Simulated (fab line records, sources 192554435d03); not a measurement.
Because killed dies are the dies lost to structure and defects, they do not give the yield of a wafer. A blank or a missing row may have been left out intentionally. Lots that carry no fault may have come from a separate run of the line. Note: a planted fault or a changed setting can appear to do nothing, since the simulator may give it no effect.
Comparing a struck lot with a sound one -- flow n5Finfet -- 37 steps out of a route of 1938
Sound: the wafers L846.1, L846.5, L846.6. Struck: wafer L855.6 (left out: L855.4, L855.5 of the same lot, which were not struck); the cause appears at the end.
For every step that has rows: the tool of each side, followed by ch and its chambers, followed by its first start. Under that, the readings that differ: sound wafers -- struck wafers -- difference of the means -- sigmas: that difference in standard deviations of wafers without a fault.
alike: readings whose means differ by less than 2 such deviations, and words and numbers that are the same on both sides. not compared: withheld readings, readings that some wafer has no value for, bounds like >300 that may hide the same value, and numbers for which the record gives no deviation and whose values overlap.
Wherever a step has rows on one side only, a row that says differs or no value, or a row with sigmas, the two part there. When numbers do not overlap yet have no deviation, they are printed without sigmas and do not part them. A reading that every wafer of one side lacks parts them only if that side has two wafers or more.

first, 9 steps without rows for these wafers: N5_BEOL_M1_ANNEAL_95 (time 240 s); N5_BEOL_M1_SPUTTER_96 (material Cu, target thk 4.5 nm, time 8.29 s); N5_BEOL_M1_ECD_50 (material Cu, target thk 300 nm); N5_BEOL_M1_ANNEAL_51 (time 90 s); N5_BEOL_M1_CMP_52 (polishes, stops on SiOC, t overpolish 6.8 s, target thk 40 nm); N5_BEOL_M1_PRE_CLEAN_60 (time 15 s); N5_BEOL_M1_CO_CAP_55 (material Co, precursor CCTBA/H2, target thk 2 nm, time 102.1 s); N5_BEOL_M1_PRE_CLEAN_56 (time 15 s); N5_BEOL_M1_DEP_57 (deposits SiCN from 3MS/NH3, target thk 8 nm, time 14 s).
N5_BEOL_M2_ILD_DEP_00: deposits SiOC from DEMS/O2, target thk 79 nm, time 15.3 s.
  sound on pecvd-03 ch 0,2, day 7 20:36; struck on pecvd-03 ch 0, day 10 01:25
reading,sound,struck,difference,sigmas
model.SiOC_of_BEOL_M2_ILD_DEP_00.thkNm (nm),78 79 79.2,74.2,-4.5,
  alike: heaterPowerW, showerheadPlenumPTorr, throttleValvePct
  not compared: rfFwdPowerW, sinceWetCleanH
N5_BEOL_M2_THK_MEAS_01:
  struck on filmMetro-02, day 10 01:29; sound on filmMetro-01, day 7 20:40
reading,sound,struck,difference,sigmas
M2_ILD_THK (nm),78.0 79.0 79.2,74.2,-4.5,-5
then, 24 steps without rows for these wafers: N5_BEOL_M2_PECVD_72 (deposits SiO2 from TEOS/O2, target thk 16 nm, time 18 s); N5_BEOL_M2_HM_DEP_02 (deposits TiN, target thk 20 nm); N5_BEOL_M2_COAT_61 (time 60 s, resist thk 60 nm); N5_BEOL_M2_COAT_62 (time 60 s, resist thk 12 nm); N5_BEOL_M2_COAT_73 (time 60 s, resist thk 5 nm); N5_BEOL_M2_COAT_05 (resist thk 30 nm); N5_BEOL_M2_EBR_07; N5_BEOL_M2_SOFTBAKE_06 (time 60 s); N5_BEOL_M2_EXPOSE_08 (exposes mask M2); N5_BEOL_M2_PEB_09 (peb time 60 s); N5_BEOL_M2_DEVELOP_10 (develop time 30 s); N5_BEOL_M2_DESCUM_16 (chemistry O2, time 7 s); N5_BEOL_M2_ETCH_74 (etches underlayer in N2/H2, target depth 6.5 nm, time 5.2 s); N5_BEOL_M2_ETCH_63 (etches SiARC in CF4, target depth 15.6 nm, time 26 s); N5_BEOL_M2_ETCH_64 (etches SOC in N2/H2, target depth 75 nm, overetch 22.5 nm, time 121.9 s); N5_BEOL_M2_STRIP_65 (strips in N2/H2); N5_BEOL_M2_STRIP_75 (strips in N2/H2); N5_BEOL_M2_STRIP_66 (strips in CF4); N5_BEOL_M2_HM_OPEN_17 (chemistry Cl2/BCl3, target TiN, target depth 20 nm, overetch 6 nm); N5_BEOL_M2_STRIP_19 (strips in O2); N5_BEOL_M2_COAT_67 (time 60 s, resist thk 60 nm); N5_BEOL_M2_COAT_68 (time 60 s, resist thk 12 nm); N5_BEOL_M2_COAT_76 (time 60 s, resist thk 5 nm); N5_BEOL_M2_COAT_22 (resist thk 30 nm).
N5_BEOL_M2_CMP_52: polishes, stops on SiOC, t overpolish 6.8 s, target thk 40 nm.
  sound on cmp-04 ch 0,1, day 8 06:38; struck on cmp-01 ch 1, day 10 16:03
reading,sound,struck,difference,sigmas
model.SiOC_of_BEOL_M2_ILD_DEP_00.thkNm (nm),75 76 76.2,71.2,-4.5,
  alike: motorCurrentA
N5_BEOL_M4_RC_MEAS_101:
  sound on prober-01 ch 0, day 9 05:29; struck on prober-01 ch 0, day 11 11:01
  alike: DIBL_N, DIBL_P, IOFF_N, IOFF_P, ION_N, ION_P, SS_N, SS_P, VT_N, VT_P

== WHERE THEY PART ==
At N5_BEOL_M2_THK_MEAS_01 and nowhere else, as far as this record goes. Later steps at which nothing parts them and some readings are alike: N5_BEOL_M2_CMP_52, N5_BEOL_M4_RC_MEAS_101.

WHY: whatever the simulator had introduced
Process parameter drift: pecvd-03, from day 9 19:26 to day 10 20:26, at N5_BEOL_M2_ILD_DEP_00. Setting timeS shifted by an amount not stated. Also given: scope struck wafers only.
